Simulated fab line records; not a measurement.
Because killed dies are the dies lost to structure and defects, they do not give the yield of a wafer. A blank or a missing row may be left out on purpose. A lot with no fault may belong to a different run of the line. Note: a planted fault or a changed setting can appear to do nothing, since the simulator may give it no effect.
Split-lot experiment | flow n5 finfet | 21 wafers read across 7 lots, on a route 1938 steps long

## SPLIT DETAILS
At N5_BEOL_M0_SAQP_PECVD_00 (deposits SiCN from 3MS/NH3, target thk 8 nm, time 14 s), the setting time s was moved away from the recipe's 14 s on 6 of the 21 wafers read, by -9.4% to +12.6%. For the rest of the wafers, this setting stayed at what the recipe calls for.

The split's own step is where the reading is taken.

## THE READING
SiCN_of_BEOL_M0_SAQP_PECVD_00.thk nm (the simulator's own value, which no gauge read), in nm, at N5_BEOL_M0_SAQP_PECVD_00 (deposits SiCN from 3MS/NH3, target thk 8 nm, time 14 s). No usual value for it is given in the file. Average 8.0 nm, standard deviation 0.16 nm, over the 15 wafers here run with the recipe.

wafer  | tool, chamber at the split | time s as run, s | against the recipe | SiCN_of_BEOL_M0_SAQP_PECVD_00.thk nm, nm | against lot-mates on the recipe
L076.1 | pecvd-01, 2                | 14               | recipe             | 8                                        | -
L076.2 | pecvd-01, 1                | 15.76            | +12.6%             | 9.2                                      | +1.1
L076.3 | pecvd-01, 1                | 14               | recipe             | 8.2                                      | -
L080.1 | pecvd-04, 2                | 14               | recipe             | 8                                        | -
L080.4 | pecvd-04, 2,0              | 12.9             | -7.9%              | 7.6                                      | -0.4
L080.5 | pecvd-04, 2,0              | 12.9             | -7.9%              | 7.6                                      | -0.4
L083.2 | pecvd-04, 1                | 14               | recipe             | 7.8                                      | -
L083.4 | pecvd-04, 1                | 14               | recipe             | 7.8                                      | -
L083.3 | pecvd-04, 0                | 14               | recipe             | 8                                        | -
L084.3 | pecvd-04, 2,0              | 14               | recipe             | 7.8                                      | -
L084.6 | pecvd-04, 2,0              | 14               | recipe             | 7.8                                      | -
L084.4 | pecvd-04, 2                | 14               | recipe             | 8                                        | -
L085.3 | pecvd-01, 0                | 14               | recipe             | 7.8                                      | -
L085.4 | pecvd-01, 1,2              | 14               | recipe             | 8.2                                      | -
L085.6 | pecvd-01, 1,2              | 14               | recipe             | 8.2                                      | -
L090.1 | pecvd-01, 1                | 14               | recipe             | 8                                        | -
L090.3 | pecvd-01, 2                | 15.13            | +8.1%              | 8.4                                      | +0.4
L090.4 | pecvd-01, 0                | 15.13            | +8.1%              | 8.6                                      | +0.6
L093.1 | pecvd-04, 1                | 12.69            | -9.4%              | 7                                        | -1.0
L093.3 | pecvd-04, 0                | 14               | recipe             | 7.8                                      | -
L093.5 | pecvd-04, 0                | 14               | recipe             | 8.2                                      | -
The file does not say which wafer passed through which chamber wherever a row lists several chambers: such a row stands for several wafers.

FIT RESULTS
A straight line over all 21 wafers: SiCN_of_BEOL_M0_SAQP_PECVD_00.thk nm changes by +0.0778 nm for each +1% of time s; r = +0.91; the points scatter about the line by 0.19 nm.
The same after taking each lot's own level away (the mean of its wafers on the recipe; 21 wafers): +0.0752 nm for each +1%; r = +0.92; scatter 0.16 nm.
The reading moves by 0.95 nm for the largest change in time s, on that fit.
From 7.87 to 8.10 nm: that is the span of the lots' own levels, equal to 1.4 times the standard deviation above.
The two slopes agree, so the slope changes little with the lot-to-lot level.
Check: with one of the wafers moved furthest among these (+12.6%) left out of the fit, the line predicts +0.861 nm for it against its lot-mates. It came out at +1.1 nm against them.

## ADDITIONAL SPLITS CARRIED BY THESE WAFERS
Note: prior to the reading, these wafers also went through further splits. Each is held against what the fit with the lots' levels taken away leaves over:
other split on the same wafers           | wafers away from the commonest value | r with SiCN_of_BEOL_M0_SAQP_PECVD_00.thk nm (lot level and that fit taken away)
N5_MOL_CONTACT_COAG_DESCUM_45 time s     | 7                                    | -0.02
N5_MOL_CONTACT_COAG_ETCH_67 source w     | 5                                    | -0.10
N5_MOL_CONTACT_COAG_CVD_140 target thk a | 9                                    | +0.06

## THE FILE'S OWN FIT
SiCN_of_BEOL_M0_SAQP_PECVD_00.thk nm changes by +0.0815 nm for each +1% of time s, r = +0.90.
